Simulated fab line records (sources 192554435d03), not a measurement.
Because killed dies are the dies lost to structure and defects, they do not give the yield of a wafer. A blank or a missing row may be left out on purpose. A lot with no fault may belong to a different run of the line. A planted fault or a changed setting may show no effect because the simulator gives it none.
Split-lot trial :: flow n5 finfet :: 21 wafers read from 7 lots, route of 1938 steps

== ABOUT THE SPLIT ==
At N5_BEOL_M5_DEP_56 (deposits SiCN from 3MS/NH3, target thk 8 nm, time 14 s), the setting time s was moved away from the recipe's 14 s on 7 of the 21 wafers read, by -11.9% to +11.3%. This setting was run at the recipe's value on the other wafers.

The reading comes from the split's own step.

== THE READING ==
SiCN_of_BEOL_M5_DEP_56.thk nm (the simulator's own value, which no gauge read), in nm, at N5_BEOL_M5_DEP_56 (deposits SiCN from 3MS/NH3, target thk 8 nm, time 14 s). The file gives no usual value for it. Here, 14 wafers ran the recipe; their average is 8.0 nm with a standard deviation of 0.13 nm.

wafer: L074.1
tool, chamber at the split: pecvd-02, 2
time s as run, s: 15.05
against the recipe: +7.5%
SiCN_of_BEOL_M5_DEP_56.thk nm, nm: 8.6
against lot-mates on the recipe: +0.4

wafer: L074.4
tool, chamber at the split: pecvd-02, 2
time s as run, s: 15.05
against the recipe: +7.5%
SiCN_of_BEOL_M5_DEP_56.thk nm, nm: 8.8
against lot-mates on the recipe: +0.6

wafer: L074.5
tool, chamber at the split: pecvd-02, 0
time s as run, s: 14
against the recipe: recipe
SiCN_of_BEOL_M5_DEP_56.thk nm, nm: 8.2
against lot-mates on the recipe: -

wafer: L080.2
tool, chamber at the split: pecvd-02, 0
time s as run, s: 12.33
against the recipe: -11.9%
SiCN_of_BEOL_M5_DEP_56.thk nm, nm: 6.6
against lot-mates on the recipe: -1.4

wafer: L080.4
tool, chamber at the split: pecvd-02, 0
time s as run, s: 14
against the recipe: recipe
SiCN_of_BEOL_M5_DEP_56.thk nm, nm: 8
against lot-mates on the recipe: -

wafer: L080.5
tool, chamber at the split: pecvd-02, 2
time s as run, s: 12.33
against the recipe: -11.9%
SiCN_of_BEOL_M5_DEP_56.thk nm, nm: 7
against lot-mates on the recipe: -1.0

wafer: L081.2
tool, chamber at the split: pecvd-01, 0
time s as run, s: 14
against the recipe: recipe
SiCN_of_BEOL_M5_DEP_56.thk nm, nm: 7.8
against lot-mates on the recipe: -

wafer: L081.5
tool, chamber at the split: pecvd-01, 2,0
time s as run, s: 14
against the recipe: recipe
SiCN_of_BEOL_M5_DEP_56.thk nm, nm: 8
against lot-mates on the recipe: -

wafer: L081.6
tool, chamber at the split: pecvd-01, 2,0
time s as run, s: 14
against the recipe: recipe
SiCN_of_BEOL_M5_DEP_56.thk nm, nm: 8
against lot-mates on the recipe: -

wafer: L085.3
tool, chamber at the split: pecvd-02, 0
time s as run, s: 15.58
against the recipe: +11.3%
SiCN_of_BEOL_M5_DEP_56.thk nm, nm: 9
against lot-mates on the recipe: +1.0

wafer: L085.4
tool, chamber at the split: pecvd-02, 1,2
time s as run, s: 14
against the recipe: recipe
SiCN_of_BEOL_M5_DEP_56.thk nm, nm: 8
against lot-mates on the recipe: -

wafer: L085.6
tool, chamber at the split: pecvd-02, 1,2
time s as run, s: 14
against the recipe: recipe
SiCN_of_BEOL_M5_DEP_56.thk nm, nm: 8
against lot-mates on the recipe: -

wafer: L087.1
tool, chamber at the split: pecvd-03, 2,0
time s as run, s: 14
against the recipe: recipe
SiCN_of_BEOL_M5_DEP_56.thk nm, nm: 7.8
against lot-mates on the recipe: -

wafer: L087.2
tool, chamber at the split: pecvd-03, 2,0
time s as run, s: 14
against the recipe: recipe
SiCN_of_BEOL_M5_DEP_56.thk nm, nm: 7.8
against lot-mates on the recipe: -

wafer: L087.4
tool, chamber at the split: pecvd-03, 2
time s as run, s: 14
against the recipe: recipe
SiCN_of_BEOL_M5_DEP_56.thk nm, nm: 8
against lot-mates on the recipe: -

wafer: L091.1
tool, chamber at the split: pecvd-02, 0,2
time s as run, s: 12.42
against the recipe: -11.3%
SiCN_of_BEOL_M5_DEP_56.thk nm, nm: 7
against lot-mates on the recipe: -1.2

wafer: L091.2
tool, chamber at the split: pecvd-02, 0,2
time s as run, s: 12.42
against the recipe: -11.3%
SiCN_of_BEOL_M5_DEP_56.thk nm, nm: 7
against lot-mates on the recipe: -1.2

wafer: L091.6
tool, chamber at the split: pecvd-02, 1
time s as run, s: 14
against the recipe: recipe
SiCN_of_BEOL_M5_DEP_56.thk nm, nm: 8.2
against lot-mates on the recipe: -

wafer: L095.2
tool, chamber at the split: pecvd-03, 2,0
time s as run, s: 14
against the recipe: recipe
SiCN_of_BEOL_M5_DEP_56.thk nm, nm: 8
against lot-mates on the recipe: -

wafer: L095.6
tool, chamber at the split: pecvd-03, 2,0
time s as run, s: 14
against the recipe: recipe
SiCN_of_BEOL_M5_DEP_56.thk nm, nm: 8
against lot-mates on the recipe: -

wafer: L095.3
tool, chamber at the split: pecvd-03, 1
time s as run, s: 14
against the recipe: recipe
SiCN_of_BEOL_M5_DEP_56.thk nm, nm: 7.8
against lot-mates on the recipe: -
When a row names more than one chamber, that row covers several wafers, and the file does not tell which wafer ran in which chamber.

THE FIT
A straight line over all 21 wafers: SiCN_of_BEOL_M5_DEP_56.thk nm changes by +0.093 nm for each +1% of time s; r = +0.97; the points scatter about the line by 0.14 nm.
The same after taking each lot's own level away (the mean of its wafers on the recipe; 21 wafers): +0.0945 nm for each +1%; r = +0.98; scatter 0.12 nm.
That fit puts the effect of the largest move of time s on the reading at 1.1 nm.
The span of the lots' own levels, 7.87 to 8.20 nm, comes to 2.6 times the standard deviation stated above.
Hence the lot-to-lot level has little effect on the slope; both slopes agree.
Check: with one of the wafers moved furthest among these (-11.9%) left out of the fit, the line predicts -1.11 nm for it against its lot-mates. It came out at -1.4 nm against them.

== THESE WAFERS: OTHER SPLITS ==
These wafers also went through other splits before the reading. Each is held against what the fit with the lots' levels taken away leaves over:
other split on the same wafers: N5_BEOL_M4_DESCUM_16 time s
wafers away from the commonest value: 7
r with SiCN_of_BEOL_M5_DEP_56.thk nm (lot level and that fit taken away): +0.46

other split on the same wafers: N5_BEOL_M4_EXPOSE_25 dose mj
wafers away from the commonest value: 7
r with SiCN_of_BEOL_M5_DEP_56.thk nm (lot level and that fit taken away): +0.21

other split on the same wafers: N5_BEOL_M4_ETCH_70 bias w
wafers away from the commonest value: 5
r with SiCN_of_BEOL_M5_DEP_56.thk nm (lot level and that fit taken away): -0.13

other split on the same wafers: N5_BEOL_M5_COAT_66 spin rpm
wafers away from the commonest value: 4
r with SiCN_of_BEOL_M5_DEP_56.thk nm (lot level and that fit taken away): +0.36

other split on the same wafers: N5_BEOL_M5_COAT_22 spin rpm
wafers away from the commonest value: 7
r with SiCN_of_BEOL_M5_DEP_56.thk nm (lot level and that fit taken away): -0.19

== THE FILE'S OWN FIT ==
SiCN_of_BEOL_M5_DEP_56.thk nm changes by +0.0946 nm for each +1% of time s, r = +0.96.
